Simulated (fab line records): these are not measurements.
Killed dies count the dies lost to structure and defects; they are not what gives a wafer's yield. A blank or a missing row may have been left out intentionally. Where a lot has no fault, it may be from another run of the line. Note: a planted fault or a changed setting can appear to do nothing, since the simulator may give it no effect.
fab line records + flow n5-finfet
[record]
- lots = 12
- wafers = 34
- last-day = 17
route steps=1938 shown BEOL_M6@1238
lots that met no fault: from a run of the same line without faults
start-h: hours from the record's first day to the start of the lot's first wafer shown + wait-h: hours elapsed since this lot's preceding step + " repeats the value in the row above + L1.1+2: several wafers, shown together as one row + - no value, or no start given + * or withheld: withheld + < > ~ a bound
route shown NAME@n: a module of which the file shows steps, and the number in the route of the first + usual: mean/standard deviation taken from wafers without a fault + same: alike in all rows + chamber/n: place in a boat + sites: the reading at each site + _std_site: standard deviation across them + _edge_site: outer sites' mean less inner sites' + radius-mm: how far each site lies from the wafer's centre + mask NAME#n: copy n + behind: the tool/chamber that last shaped the wafer + hold: why the lot went on hold/how many hours it stayed there/how the hold came to an end + device: the n, p or np transistor that did not switch + end of line: tests run on the same wafers once the route is complete + a step without rows: its recipe alone + killed: the dies lost at the first sort to structure and to defects; this is not the yield of the wafer + map: the dies of a wafer, with x for killed, . for not killed, _ for no die there
set.NAME: setting as actually run; set.NAME@STEP: the setting as run at that earlier step + model.NAME: the simulator's own value behind a step, which no gauge read
steps of the route over a sample of lots; a table a step, a row a wafer
services: a tool's chamber out of use, with start hour (start-h, from the record's first day; less than 0 if before it), hours out, and reason
[[steps]]
[step N5_BEOL_M6_STRIP_36]
[recipe]
- chemistry = N2/H2
- power-w = 450
- temp-c = 40
- pressure-mtorr = 20
- rf-frequency-hz = 6e+07
- overash-fraction = 0.3
- bias-power-w = 7
- h2-frac = 0.5
- n2-flow-sccm = 200
- h2-flow-sccm = 200
[usual]
- drypump-motor-current-A = 5.7/0.51
- oes-product-au = 0.80/0.1
- rf-vpp-V = 59.1/1.5
- showerhead-plenum-p-Torr = 2.485/0.03
- throttle-valve-pct = 23.58/0.29
| lot.wafer | tool        | chamber | start-h | wait-h | drypump-motor-current-A | oes-product-au | rf-hours-counter-h | rf-vpp-V | showerhead-plenum-p-Torr | throttle-valve-pct |
|-----------|-------------|---------|---------|--------|-------------------------|----------------|--------------------|----------|--------------------------|--------------------|
| L721.1    | rie-diel-05 | 3       | 182.30  | 0.0    | 5.7                     | 0.71           | 216                | 57.3     | 2.504                    | 23.98              |
| L721.2    | "           | 0       | "       | "      | 5.1                     | 0.69           | 233                | 61.2     | 2.510                    | 23.58              |
| L721.5    | "           | 2       | "       | "      | 5.1                     | 0.72           | -                  | 59.1     | 2.429                    | 23.76              |
| L723.3    | rie-diel-01 | 0       | 199.89  | 0.0    | 6.5                     | 0.85           | 55                 | 60.3     | 2.483                    | 23.16              |
| L723.4    | "           | 1       | "       | "      | 5.7                     | 0.67           | 242                | 61.1     | 2.499                    | 23.78              |
| L723.6    | "           | 0       | "       | "      | 6.6                     | 0.85           | -                  | 59.6     | 2.483                    | 23.16              |
| L727.1    | rie-diel-02 | 0       | 226.86  | 0.0    | 5.6                     | 0.78           | 128                | 59.7     | 2.442                    | 23.54              |
| L727.4    | "           | 2       | "       | "      | 5.9                     | 0.73           | 187                | 55.9     | 2.526                    | 24.07              |
| L727.5    | "           | 2       | "       | "      | 6.0                     | 0.72           | -                  | 59.7     | 2.526                    | 24.10              |
| L725.4    | rie-diel-01 | 3       | 227.27  | 0.0    | 4.8                     | 0.72           | -                  | 59.6     | 2.510                    | 23.98              |
| L725.5    | "           | 2       | "       | "      | 5.7                     | 0.91           | -                  | 59.5     | 2.488                    | 23.51              |
| L725.6    | "           | 0       | "       | "      | 6.5                     | 0.84           | -                  | 58.9     | 2.480                    | 23.19              |
| L728.3    | rie-diel-01 | 0       | 231.42  | 0.0    | 6.6                     | 0.85           | 62                 | 58.3     | 2.480                    | 23.17              |
| L728.5    | "           | 2       | "       | "      | 5.7                     | 0.92           | -                  | 58.7     | 2.488                    | 23.55              |
| L728.6    | "           | 3       | "       | "      | 4.8                     | 0.72           | -                  | 58.5     | 2.510                    | 23.94              |
| L729.1    | rie-diel-05 | 2       | 234.08  | 0.0    | 5.1                     | 0.70           | 199                | 60.9     | 2.420                    | 23.77              |
| L729.3    | "           | 1       | "       | "      | 6.0                     | 0.94           | 12                 | 58.7     | 2.479                    | 23.16              |
| L729.5    | "           | 1       | "       | "      | 6.0                     | 0.94           | -                  | 59.8     | 2.479                    | 23.16              |
| L732.1    | rie-diel-05 | 1       | 251.87  | 0.0    | 6.0                     | 0.92           | 19                 | 58.4     | 2.476                    | 23.20              |
| L732.2    | "           | 2       | "       | "      | 5.1                     | 0.69           | 206                | 56.0     | 2.417                    | 23.79              |
| L732.3    | "           | 0       | "       | "      | 5.1                     | 0.97           | 2                  | 59.8     | 2.502                    | 23.28              |
| L731.1    | rie-diel-01 | 3       | 255.96  | 0.0    | 4.8                     | 0.70           | 228                | 58.2     | 2.505                    | 24.00              |
| L731.3    | "           | 0       | "       | "      | 6.5                     | 0.83           | 74                 | 60.4     | 2.474                    | 23.19              |
| L731.6    | "           | 3       | "       | "      | 4.8                     | 0.71           | -                  | 57.1     | 2.505                    | 23.97              |
| L737.2    | rie-diel-02 | 1       | 279.75  | 0.0    | 6.1                     | 0.70           | 197                | 61.0     | 2.530                    | 23.57              |
| L737.6    | "           | 3       | "       | "      | 6.1                     | 0.74           | -                  | 62.4     | 2.540                    | 23.47              |
| L738.1    | rie-diel-05 | 1       | 289.13  | 0.0    | 6.0                     | 0.90           | 30                 | 61.2     | 2.472                    | 23.16              |
| L738.4    | "           | 2       | "       | "      | 5.1                     | 0.70           | 217                | 58.7     | 2.412                    | 23.85              |
| L738.6    | "           | 3       | "       | "      | 5.8                     | 0.99           | -                  | 58.9     | 2.489                    | 23.69              |
| L736.2    | rie-diel-01 | 1       | 297.04  | 0.0    | 5.7                     | 0.94           | 15                 | 59.2     | 2.488                    | 23.47              |
| L736.6    | "           | 1       | "       | "      | 5.7                     | 0.94           | -                  | 59.1     | 2.487                    | 23.47              |
| L743.1    | rie-diel-02 | 1       | 326.52  | 0.0    | 6.1                     | 0.68           | 214                | 58.8     | 2.523                    | 23.56              |
| L743.2    | "           | 3       | "       | "      | 6.1                     | 0.71           | 167                | 57.0     | 2.534                    | 23.50              |
| L743.3    | "           | 0       | "       | "      | 5.6                     | 0.74           | 162                | 59.2     | 2.427                    | 23.57              |
[step N5_BEOL_M6_PRE_CLEAN_45]
[recipe]
- gas = H2/He
- time-s = 30
- temp-c = 250
[usual]
- heater-power-w = 333/43
| lot.wafer | tool           | chamber | start-h | wait-h | heater-power-w |
|-----------|----------------|---------|---------|--------|----------------|
| L721.1    | pvd-sputter-01 | -       | 183.48  | 0.0    | 348            |
| L721.2    | "              | -       | "       | "      | 376            |
| L721.5    | "              | -       | "       | "      | 373            |
| L723.3    | pvd-sputter-03 | -       | 200.71  | 0.0    | 340            |
| L723.4    | "              | -       | "       | "      | 373            |
| L723.6    | "              | -       | "       | "      | 388            |
| L727.1    | pvd-sputter-01 | -       | 228.00  | 0.0    | 349            |
| L727.4    | "              | -       | "       | "      | 385            |
| L727.5    | "              | -       | "       | "      | 250            |
| L725.4    | pvd-sputter-02 | -       | 228.37  | 0.0    | 315            |
| L725.5    | "              | -       | "       | "      | 348            |
| L725.6    | "              | -       | "       | "      | 307            |
| L728.3    | pvd-sputter-02 | -       | 233.25  | 0.0    | 291            |
| L728.5    | "              | -       | "       | "      | 291            |
| L728.6    | "              | -       | "       | "      | 384            |
| L729.1    | pvd-sputter-01 | -       | 234.83  | 0.0    | 245            |
| L729.3    | "              | -       | "       | "      | 349            |
| L729.5    | "              | -       | "       | "      | 250            |
| L732.1    | pvd-sputter-01 | -       | 252.75  | 0.0    | 347            |
| L732.2    | "              | -       | "       | "      | 245            |
| L732.3    | "              | -       | "       | "      | 339            |
| L731.1    | pvd-sputter-03 | -       | 257.08  | 0.0    | 292            |
| L731.3    | "              | -       | "       | "      | 337            |
| L731.6    | "              | -       | "       | "      | 370            |
| L737.2    | pvd-sputter-01 | -       | 281.77  | 0.0    | 247            |
| L737.6    | "              | -       | "       | "      | 353            |
| L738.1    | pvd-sputter-01 | -       | 289.92  | 0.0    | 380            |
| L738.4    | "              | -       | "       | "      | 249            |
| L738.6    | "              | -       | "       | "      | 371            |
| L736.2    | pvd-sputter-02 | -       | 298.02  | 0.0    | 293            |
| L736.6    | "              | -       | "       | "      | 293            |
| L743.1    | pvd-sputter-03 | -       | 327.67  | 0.0    | 300            |
| L743.2    | "              | -       | "       | "      | 336            |
| L743.3    | "              | -       | "       | "      | 365            |
[step N5_BEOL_M6_CVD_78]
[recipe]
- material = Co
- target-thk-a = 20
- temp-c = withheld
- precursor = CCTBA/H2
- pressure-torr = 30
- time-s = 142.3
[usual]
- run-length-s = 165.3/0.35
| lot.wafer | tool      | chamber | start-h | wait-h | run-length-s |
|-----------|-----------|---------|---------|--------|--------------|
| L721.1    | cvd-co-02 | 1       | 184.25  | 0.3    | 164.9        |
| L721.2    | "         | 0       | "       | "      | 165.0        |
| L721.5    | "         | 0       | "       | "      | 165.5        |
| L723.3    | cvd-co-02 | 2       | 201.43  | 0.3    | 164.8        |
| L723.4    | "         | 2       | "       | "      | 164.9        |
| L723.6    | "         | 0       | "       | "      | 165.2        |
| L727.1    | cvd-co-01 | 0       | 228.63  | 0.1    | 165.5        |
| L727.4    | "         | 1       | "       | "      | 165.2        |
| L727.5    | "         | 2       | "       | "      | 165.4        |
| L725.4    | cvd-co-01 | 1       | 228.85  | 0.1    | 165.6        |
| L725.5    | "         | 2       | "       | "      | 165.3        |
| L725.6    | "         | 0       | "       | "      | 165.8        |
| L728.3    | cvd-co-01 | 2       | 233.82  | 0.2    | 166.4        |
| L728.5    | "         | 2       | "       | "      | 165.5        |
| L728.6    | "         | 0       | "       | "      | 165.5        |
| L729.1    | cvd-co-02 | 0       | 235.46  | 0.3    | 165.3        |
| L729.3    | "         | 2       | "       | "      | 165.4        |
| L729.5    | "         | 0       | "       | "      | 165.3        |
| L732.1    | cvd-co-02 | 0       | 253.43  | 0.1    | 165.3        |
| L732.2    | "         | 2       | "       | "      | 165.2        |
| L732.3    | "         | 1       | "       | "      | 164.9        |
| L731.1    | cvd-co-02 | 1       | 257.57  | 0.0    | 165.3        |
| L731.3    | "         | 0       | "       | "      | 165.2        |
| L731.6    | "         | 1       | "       | "      | 164.9        |
| L737.2    | cvd-co-02 | 2       | 282.23  | 0.0    | 164.9        |
| L737.6    | "         | 1       | "       | "      | 135.1        |
| L738.1    | cvd-co-02 | 0       | 290.63  | 0.1    | 165.0        |
| L738.4    | "         | 0       | "       | "      | 165.2        |
| L738.6    | "         | 1       | "       | "      | 134.9        |
| L736.2    | cvd-co-02 | 0       | 298.49  | 0.1    | 165.2        |
| L736.6    | "         | 1       | "       | "      | 134.8        |
| L743.1    | cvd-co-01 | 2       | 328.27  | 0.2    | 165.4        |
| L743.2    | "         | 0       | "       | "      | 165.7        |
| L743.3    | "         | 1       | "       | "      | 165.1        |
[step N5_BEOL_M6_THK_MEAS_53]
[recipe]
- thk-meas-gauge = xrf
- reads = Cu_of_BEOL_M6_ECD_50
[usual]
- M6_THK = 79.4/1.9
| lot.wafer | tool          | chamber | start-h | wait-h | M6_THK[nm] |
|-----------|---------------|---------|---------|--------|------------|
| L721.1    | film-metro-01 | -       | 185.80  | -      | 79.8       |
| L721.2    | "             | -       | "       | "      | 78.3       |
| L721.5    | "             | -       | "       | "      | 81.5       |
| L723.3    | film-metro-02 | -       | 202.98  | -      | 78.5       |
| L723.4    | "             | -       | "       | "      | 78.5       |
| L723.6    | "             | -       | "       | "      | 77.4       |
| L727.1    | film-metro-01 | -       | 229.97  | -      | 81.2       |
| L727.4    | "             | -       | "       | "      | 75.7       |
| L727.5    | "             | -       | "       | "      | 79.0       |
| L725.4    | film-metro-02 | -       | 230.42  | -      | 77.5       |
| L725.5    | "             | -       | "       | "      | 81.3       |
| L725.6    | "             | -       | "       | "      | 79.2       |
| L728.3    | film-metro-02 | -       | 235.11  | -      | 78.1       |
| L728.5    | "             | -       | "       | "      | 80.4       |
| L728.6    | "             | -       | "       | "      | 76.8       |
| L729.1    | film-metro-02 | -       | 237.55  | -      | 78.7       |
| L729.3    | "             | -       | "       | "      | 79.2       |
| L729.5    | "             | -       | "       | "      | 81.4       |
| L732.1    | film-metro-01 | -       | 254.85  | -      | 80.4       |
| L732.2    | "             | -       | "       | "      | 79.5       |
| L732.3    | "             | -       | "       | "      | 81.9       |
| L731.1    | film-metro-01 | -       | 258.87  | -      | 77.9       |
| L731.3    | "             | -       | "       | "      | 78.7       |
| L731.6    | "             | -       | "       | "      | 77.9       |
| L737.2    | film-metro-02 | -       | 283.20  | -      | 77.0       |
| L737.6    | "             | -       | "       | "      | 75.5       |
| L738.1    | film-metro-01 | -       | 292.39  | -      | 81.0       |
| L738.4    | "             | -       | "       | "      | 78.3       |
| L738.6    | "             | -       | "       | "      | 78.2       |
| L736.2    | film-metro-01 | -       | 300.06  | -      | 81.4       |
| L736.6    | "             | -       | "       | "      | 81.2       |
| L743.1    | film-metro-01 | -       | 329.66  | -      | 78.3       |
| L743.2    | "             | -       | "       | "      | 78.9       |
| L743.3    | "             | -       | "       | "      | 80.6       |
[[services]]
| tool           | chamber | start-h | hours | kind                          |
|----------------|---------|---------|-------|-------------------------------|
| rie-diel-05    | 1       | 163.92  | 15.8  | repair                        |
| rie-diel-05    | 1       | 184.07  | -     | clean                         |
| rie-diel-05    | 1       | 184.07  | -     | consumable-replace:focus-ring |
| rie-diel-05    | 1       | 184.07  | 21.9  | scheduled-down                |
| rie-diel-05    | 1       | 184.07  | 21.9  | vent-cycle                    |
| rie-diel-01    | 0       | 205.00  | 10.7  | repair                        |
| rie-diel-05    | 3       | 217.36  | 2.8   | repair                        |
| rie-diel-05    | 0       | 221.67  | -     | clean                         |
| rie-diel-01    | 1       | 226.12  | 7.0   | repair                        |
| cvd-co-02      | -       | 231.43  | 0.3   | repair                        |
| rie-diel-01    | 1       | 233.20  | -     | clean                         |
| rie-diel-01    | 1       | 233.20  | -     | consumable-replace:focus-ring |
| rie-diel-01    | 1       | 233.20  | 23.2  | scheduled-down                |
| rie-diel-01    | 1       | 233.20  | 23.2  | vent-cycle                    |
| rie-diel-05    | -       | 271.96  | 10.0  | pm                            |
| cvd-co-02      | 2       | 286.37  | 40.8  | repair                        |
| rie-diel-05    | 3       | 292.57  | 28.2  | repair                        |
| rie-diel-01    | 3       | 306.54  | -     | clean                         |
| rie-diel-01    | 3       | 306.54  | -     | consumable-replace:focus-ring |
| rie-diel-01    | 3       | 306.54  | 32.1  | scheduled-down                |
| rie-diel-01    | 3       | 306.54  | 32.1  | vent-cycle                    |
| rie-diel-05    | -       | 311.93  | 2.8   | pm                            |
| pvd-sputter-03 | -       | 316.18  | 2.9   | repair                        |
| rie-diel-05    | 3       | 321.20  | 7.7   | repair                        |
[[key]]
[first-sign]
- step = N5_BEOL_M6_CVD_78
- reading = run-length-s
- direction = down
- sigmas = 88
- usual = *
- struck = *
effect none on later readings
met-at N5_BEOL_M6_CVD_78
struck-lots L736,L737,L738
struck-wafers L736.6,L737.6,L738.6
not-acting-at N5_BEOL_M6_STRIP_36,N5_BEOL_M6_PRE_CLEAN_45,N5_BEOL_M6_THK_MEAS_53
onset-between 257.57 282.23
[fault]
- kind = process-parameter-drift
- tool = cvd-co-02
- chamber = -
- onset-h = 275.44
- steps = N5_BEOL_M6_CVD_78
- channel = time-s
- offset = *
- shape = step
- end-h = 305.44
- scope = struck-wafers-only
- acts-in = *
- stated = *
